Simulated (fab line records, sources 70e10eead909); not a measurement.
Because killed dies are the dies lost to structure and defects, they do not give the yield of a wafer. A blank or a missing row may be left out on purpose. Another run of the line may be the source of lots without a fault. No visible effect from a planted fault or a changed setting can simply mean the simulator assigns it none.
A lot that was struck, set against a sound lot / flow nand_harc / 15 steps out of a route of 1302
Sound: these wafers, L270.2, L270.3, L270.4. Struck: wafer L278.5 (left out: L278.4, L278.6 of the same lot, which were not struck); the cause appears at the end.
Per side, at each step with rows, come the tool, then ch with its chambers, and then its first start. Under that, the readings that differ: sound wafers / struck wafers / difference of the means / sigmas: that difference in standard deviations of wafers without a fault.
alike: same words and numbers on both sides, and readings whose means sit less than 2 such deviations apart. not compared: any withheld reading, any reading some wafer has no value for, any bound like >300 that may hide the same value, and any number with overlapping values for which the record gives no deviation.
A row with sigmas, a row that says differs or no value, or rows on one side alone: a step with any of these is where the two part. Numbers that don't overlap but have no deviation are shown without sigmas and don't part them. A reading that every wafer of one side lacks parts them only if that side has two wafers or more.

first, 1 step without rows for these wafers: NHARC_A_CONTACT_ETCH_138 (etches the open film in C4F8/O2/Ar, time 311 s, target depth 1914 nm).
NHARC_A_CONTACT_ETCH_139: etches the open film in C4F8/O2/Ar, time 195 s, target depth 840 nm.
  sound on har_cap_etch-01 ch 0,1, day 23 16:11; struck on har_cap_etch-02 ch 1, day 27 04:42
  not compared: rf_hours_counter_h
NHARC_A_CONTACT_ETCH_92: etches the open film in CH3F/O2, target depth 40 nm, time 85.7 s.
  sound on rie_diel-06 ch 1,2,3, day 23 16:45; struck on rie_diel-06 ch 3, day 27 05:07
reading=ch3f_flow_sccm (sccm); sound=50.06 50.22 50.32; struck=49.65; difference=-0.55; sigmas=-3
  alike: drypump_motor_current_A, o2_flow_sccm, oes_product_au, rf_vpp_V, showerhead_plenum_p_Torr, throttle_valve_pct
  not compared: rf_hours_counter_h
NHARC_A_CONTACT_ETCH_98: etches the open film in C4F6/O2, target depth 20 nm, time 10 s.
  sound: rie_diel-06 ch 0,2,3; struck: rie_diel-06 ch 2
  alike: drypump_motor_current_A, o2_flow_sccm, oes_product_au, rf_vpp_V, showerhead_plenum_p_Torr, throttle_valve_pct
  not compared: rf_hours_counter_h
NHARC_A_CONTACT_CD_MEAS_15:
  struck on cd_sem-02, day 27 05:21; sound on cd_sem-02, day 23 16:58
  alike: cd_nm
then, 3 steps without rows for these wafers: NHARC_A_CONTACT_STRIP_107 (strips in N2/H2); NHARC_A_CONTACT_STRIP_108 (strips in CF4/CHF3); NHARC_A_CONTACT_STRIP_109 (strips in O2/COS).
NHARC_A_CONTACT_ETCH_110: etches the open film in CF4/O2, target depth 60 nm, overetch 6 nm, time 33 s.
  sound on rie_diel-11 ch 0,2, day 23 17:18; struck on rie_diel-11 ch 3, day 27 05:41
  alike: drypump_motor_current_A, o2_flow_sccm, oes_product_au, rf_vpp_V, showerhead_plenum_p_Torr, throttle_valve_pct
  not compared: rf_hours_counter_h
NHARC_A_CONTACT_STRIP_26: strips in O2.
  sound: rie_diel-11 ch 2,3; struck: rie_diel-11 ch 2
  alike: drypump_motor_current_A, o2_flow_sccm, oes_product_au, rf_vpp_V, showerhead_plenum_p_Torr, throttle_valve_pct
  not compared: rf_hours_counter_h
then, 2 steps without rows for these wafers: NHARC_A_CONTACT_STRIP_27 (strips in post etch residue remover, time 600 s); NHARC_A_CONTACT_ALD_18 (deposits TiN, target thk 3 nm, pulse time 1 s, ald cycles 150).
NHARC_A_CONTACT_CVD_19: deposits W, target thk 300 nm, time 802 s.
  sound on cvd_w-01 ch 0,1, day 23 18:19; struck on cvd_w-02 ch 0, day 27 07:09
  alike: heater_power_outer_w, heater_power_w, throttle_valve_pct
  not compared: susceptor_temp_C
NHARC_A_CONTACT_CMP_20: polishes, t overpolish 30 s, target thk 300 nm.
  sound on cmp-01 ch 0,1,2, day 23 19:05; struck on cmp-04 ch 0, day 27 07:41
reading=time_to_endpoint_s (s); sound=59 61 60; struck=35; difference=-25; sigmas=-7
  alike: motor_current_A, overpolish_run_s, slurry_flow_ml_min
NHARC_END_SORT_01:
  the record has rows for the sound wafers here (prober-01 ch 0, day 25 16:11) and none for the struck ones

## WHERE THEY PART
At NHARC_A_CONTACT_ETCH_92 first; at NHARC_END_SORT_01 last (within this record only).

WHY: what the simulator had put in
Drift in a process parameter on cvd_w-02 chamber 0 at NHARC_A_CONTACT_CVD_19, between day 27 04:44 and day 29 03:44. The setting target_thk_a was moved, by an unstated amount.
